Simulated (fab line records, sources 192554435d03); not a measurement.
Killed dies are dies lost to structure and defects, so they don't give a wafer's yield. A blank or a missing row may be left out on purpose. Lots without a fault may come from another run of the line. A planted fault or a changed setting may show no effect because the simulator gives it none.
Chamber matching | flow n5_finfet | N5_GATE_CUT_STRIP_59 on rie_diel-01: 4 sister chambers
The step strips in N2/H2, time 20 s. 4 wafers are shown with their chamber, then 9 later ones without.

WAFERS WITH THEIR CHAMBER
wafer  | chamber | showerhead_plenum_p_Torr (Torr)
L078.4 | 1       | 3.40
L079.6 | 0       | 3.57
L082.1 | 3       | 3.44
L082.6 | 2       | 3.29

WAFERS WITHOUT THEIR CHAMBER
wafer  | showerhead_plenum_p_Torr (Torr)
L089.1 | 3.43
L089.4 | 3.56
L089.6 | 3.56
L092.2 | 3.39
L092.4 | 3.28
L092.5 | 3.56
L093.1 | 3.43
L093.5 | 3.28
L093.6 | 3.39

WHICH CHAMBER EACH WENT THROUGH
wafer  | from the rows above | in truth
L089.1 | 3                   | 3
L089.4 | 0                   | 0
L089.6 | 0                   | 0
L092.2 | 1                   | 1
L092.4 | 2                   | 2
L092.5 | 0                   | 0
L093.1 | 3                   | 3
L093.5 | 2                   | 2
L093.6 | 1                   | 1
Placed correctly: 9 of 9. Can't be placed from these rows: 0. Placed wrongly: 0.
How it was worked out, from the rows above alone: a wafer's distance from a chamber is the root of the sum, over the readings, of the square of ((its reading less the chamber's mean) divided by the reading's scatter). The wafer belongs to the nearest chamber; if the next one is less than 2 further off, it can't be placed. A chamber's mean is the mean of its shown wafers. The scatter: with one shown wafer a chamber, the root of the mean of the squares of how far each hidden wafer lies from its nearest shown one.
